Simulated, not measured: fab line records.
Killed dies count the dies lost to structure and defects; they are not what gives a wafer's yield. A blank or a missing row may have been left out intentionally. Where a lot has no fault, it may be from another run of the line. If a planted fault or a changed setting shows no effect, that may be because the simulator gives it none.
Chamber matching | flow n5Finfet | rieDiel-05 running N5_SD_EPI_P_ETCH_37: 4 sister chambers
The step etches SOC in N2/H2, overetch 108 nm, time 486 s. 4 wafers are shown with their chamber, then 7 later ones without.

== WAFERS PAIRED WITH THEIR CHAMBERS ==
wafer  | chamber | throttleValvePct (%)
L080.6 | 2       | 23.38
L087.6 | 3       | 23.39
L089.2 | 0       | 23.58
L089.4 | 1       | 23.77

== WAFERS WITH NO CHAMBER GIVEN ==
wafer  | throttleValvePct (%)
L089.5 | 23.75
L092.2 | 23.39
L092.3 | 23.77
L092.4 | 23.41
L095.4 | 23.77
L095.5 | 23.43
L095.6 | 23.60

== CHAMBER TAKEN BY EACH ==
wafer  | from the rows above     | in truth
L089.5 | 1                       | 1
L092.2 | can't be placed: 3 or 2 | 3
L092.3 | 1                       | 1
L092.4 | can't be placed: 3 or 2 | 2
L095.4 | 1                       | 1
L095.5 | can't be placed: 3 or 2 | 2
L095.6 | 0                       | 0
4 of 7 placed correctly. Can't be placed from these rows: 3 (the true chamber is among the candidates in 3). 0 placed wrongly.
How it was worked out, from the rows above alone: a wafer's distance from a chamber is the root of the sum, over the readings, of the square of ((its reading less the chamber's mean) divided by the reading's scatter). If the next closest chamber is less than 2 further off than the closest, the wafer can't be placed; otherwise it belongs to the closest. A chamber's mean is the mean of its shown wafers. The scatter: with one shown wafer a chamber, the root of the mean of the squares of how far each hidden wafer lies from its nearest shown one.
